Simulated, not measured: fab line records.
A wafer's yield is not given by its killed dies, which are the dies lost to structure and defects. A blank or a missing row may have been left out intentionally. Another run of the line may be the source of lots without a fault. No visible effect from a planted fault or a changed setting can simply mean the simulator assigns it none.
Matching of chambers + flow nand-harc + rie-diel-07 running NHARC_A_CHANNEL_FILL_D1_ETCHBACK_20: 4 sister chambers
The step etches the open film in C4F8/O2/Ar, target depth 27 nm, time 13.5 s. 8 wafers are shown with their chamber, then 9 later ones without.

WAFERS PAIRED WITH THEIR CHAMBERS
| wafer  | chamber | rf-vpp-V (V) | oes-product-au (a.u.) |
|--------|---------|--------------|-----------------------|
| L695.2 | 3       | 970          | 0.94                  |
| L697.5 | 3       | 971          | 1.01                  |
| L702.1 | 0       | 987          | 1.00                  |
| L702.2 | 1       | 972          | 1.01                  |
| L702.5 | 2       | 977          | 1.00                  |
| L705.1 | 1       | 973          | 1.00                  |
| L705.4 | 0       | 986          | 1.00                  |
| L705.5 | 2       | 976          | 0.99                  |

WAFERS WITHOUT THEIR CHAMBER
| wafer  | rf-vpp-V (V) | oes-product-au (a.u.) |
|--------|--------------|-----------------------|
| L709.2 | 970          | 0.92                  |
| L709.3 | 977          | 0.92                  |
| L709.6 | 977          | 0.92                  |
| L710.3 | 974          | 1.00                  |
| L710.4 | 971          | 0.99                  |
| L710.5 | 969          | 1.00                  |
| L711.3 | 970          | 1.00                  |
| L711.4 | 986          | 0.95                  |
| L711.6 | 970          | 1.00                  |

CHAMBER TAKEN BY EACH
| wafer  | from the rows above     | in truth |
|--------|-------------------------|----------|
| L709.2 | 3                       | 3        |
| L709.3 | 2                       | 2        |
| L709.6 | 2                       | 2        |
| L710.3 | can't be placed: 1 or 2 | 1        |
| L710.4 | can't be placed: 3 or 1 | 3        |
| L710.5 | 3                       | 3        |
| L711.3 | 3                       | 3        |
| L711.4 | 0                       | 0        |
| L711.6 | 3                       | 3        |
Correctly placed: 7 of 9. Can't be placed from these rows: 2 (the true chamber is among the candidates in 2). 0 placed wrongly.
How it was worked out, from the rows above alone: a wafer's distance from a chamber is the root of the sum, over the readings, of the square of ((its reading less the chamber's mean) divided by the reading's scatter). The wafer belongs to the nearest chamber; if the next one is less than 2 further off, it can't be placed. A chamber's mean is the mean of its shown wafers. The scatter: take each reading less its chamber's mean, square it, sum over the shown wafers, divide by the number of wafers less the number of chambers, and take the root.
